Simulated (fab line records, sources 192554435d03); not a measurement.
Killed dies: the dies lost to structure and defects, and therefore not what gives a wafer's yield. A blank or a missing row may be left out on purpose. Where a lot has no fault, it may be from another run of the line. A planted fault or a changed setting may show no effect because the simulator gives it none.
A struck lot beside a sound one    flow n5_finfet    14 steps out of a route of 1938
Sound: wafers L618.1, L618.3, L618.6. Struck: wafers L627.1, L627.2, L627.3. The cause is named last.
At each step with rows: each side's tool, then ch and its chambers, then its first start. Under that, the readings that differ: sound wafers    struck wafers    difference of the means    sigmas: that difference in standard deviations of wafers without a fault.
alike: words and numbers the same on both sides, and readings whose means are apart by under 2 such deviations; not compared: readings that were withheld, readings missing a value for some wafer, numbers with overlapping values and no deviation given by the record, and bounds like >300 which may hide the same value.
The two part at a step that has a row with sigmas, a row that says differs or no value, or rows on one side only. Non-overlapping numbers with no deviation appear without sigmas and do not part them. Lack of a reading on every wafer of one side parts them only where that side has two or more wafers.

first, 3 steps without rows for these wafers: N5_BEOL_M9_EXPOSE_25 (exposes mask V8); N5_BEOL_M9_PEB_26 (peb time 60 s); N5_BEOL_M9_DEVELOP_27 (develop time 30 s).
N5_BEOL_M9_CD_MEAS_28 targets a cd of 70 nm.
  sound on cd_sem-03 ch 0, day 11 19:43; struck on cd_sem-03 ch 0, day 16 00:29
  alike: cd_nm
N5_BEOL_M9_OVL_MEAS_29:
  sound on overlay-01 ch 0, day 11 19:44; struck on overlay-02 ch 0, day 16 00:31
  alike: V8_OVL
N5_BEOL_M9_INSPECT_30: inspects for defects (brightfield).
  sound: defect_inspect-01 at day 11 19:48; struck: defect_inspect-02 at day 16 00:34
  alike: raw_defect_count
N5_BEOL_M9_DESCUM_33: chemistry O2, time 7 s.
  sound on rie_diel-06 ch 0,2,3, day 11 19:50; struck on rie_diel-01 ch 0,1,2, day 16 00:44
  alike: drypump_motor_current_A, oes_product_au, rf_vpp_V, showerhead_plenum_p_Torr, throttle_valve_pct
  not compared: rf_hours_counter_h
N5_BEOL_M9_ETCH_76: etches underlayer in N2/H2, target depth 6.5 nm, time 5.2 s.
  sound on rie_diel-06 ch 0,2,3, day 11 19:52; struck on rie_diel-01 ch 0,1,2, day 16 00:47
  alike: drypump_motor_current_A, etch_rf_on_time_s, oes_product_au, rf_fwd_power_W, rf_vpp_V, showerhead_plenum_p_Torr, throttle_valve_pct
  not compared: rf_hours_counter_h
N5_BEOL_M9_ETCH_65: etches SiARC in CF4, target depth 15.6 nm, time 26 s.
  sound on rie_diel-06 ch 0,2,3, day 11 19:53; struck on rie_diel-01 ch 0,1,2, day 16 00:47
  alike: drypump_motor_current_A, etch_rf_on_time_s, oes_product_au, rf_fwd_power_W, rf_vpp_V, showerhead_plenum_p_Torr, throttle_valve_pct
  not compared: rf_hours_counter_h
N5_BEOL_M9_ETCH_66: etches SOC in N2/H2, target depth 80 nm, overetch 16 nm, time 120 s.
  sound on rie_diel-06 ch 0,2,3, day 11 19:55; struck on rie_diel-01 ch 0,1,2, day 16 00:49
  alike: drypump_motor_current_A, oes_product_au, rf_fwd_power_W, rf_vpp_V, showerhead_plenum_p_Torr, throttle_valve_pct
  not compared: rf_hours_counter_h
then, 2 steps without rows for these wafers: N5_BEOL_M9_STRIP_69 (strips in N2/H2); N5_BEOL_M9_STRIP_77 (strips in N2/H2).
N5_BEOL_M9_VIA_ETCH_34: etches SiCOH lowk in C4F6/O2, target depth 182.4 nm, time 68.4 s.
  sound on rie_diel-06 ch 0,2,3, day 11 20:01; struck on rie_diel-01 ch 0,1,2, day 16 00:55
reading                                   sound              struck             difference  sigmas
oes_f_703_au (a.u.)                       0.78 0.75 0.68     0.54 0.59 0.64     -0.15       -2
oes_o_777_au (a.u.)                       0.80 0.76 0.68     0.57 0.63 0.67     -0.12       -2
rf_fwd_power_W (W)                        338.7 341.3 340.6  260.1 259.3 260.2  -80.3       -62
rf_vpp_V (V)                              662 670 655        773 758 771        +105        +14
model.etch.depth_nm (nm)                  180.7 176.4 177.6  164 167.1 166      -13         
model.SOC_of_BEOL_M9_COAT_63.thk_nm (nm)  50.8 51.2 51       52 51.8 51.8       +1          
  alike: drypump_motor_current_A, oes_product_au, showerhead_plenum_p_Torr, throttle_valve_pct
  not compared: rf_hours_counter_h
then, 1 step without rows for these wafers: N5_BEOL_M9_STRIP_73 (strips in C4F6/O2).

## WHERE THEY PART
Within this record, at N5_BEOL_M9_VIA_ETCH_34 only.

WHY: what the simulator had put in
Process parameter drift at N5_BEOL_M9_VIA_ETCH_34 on rie_diel-01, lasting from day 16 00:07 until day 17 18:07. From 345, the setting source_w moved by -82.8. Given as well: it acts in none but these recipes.
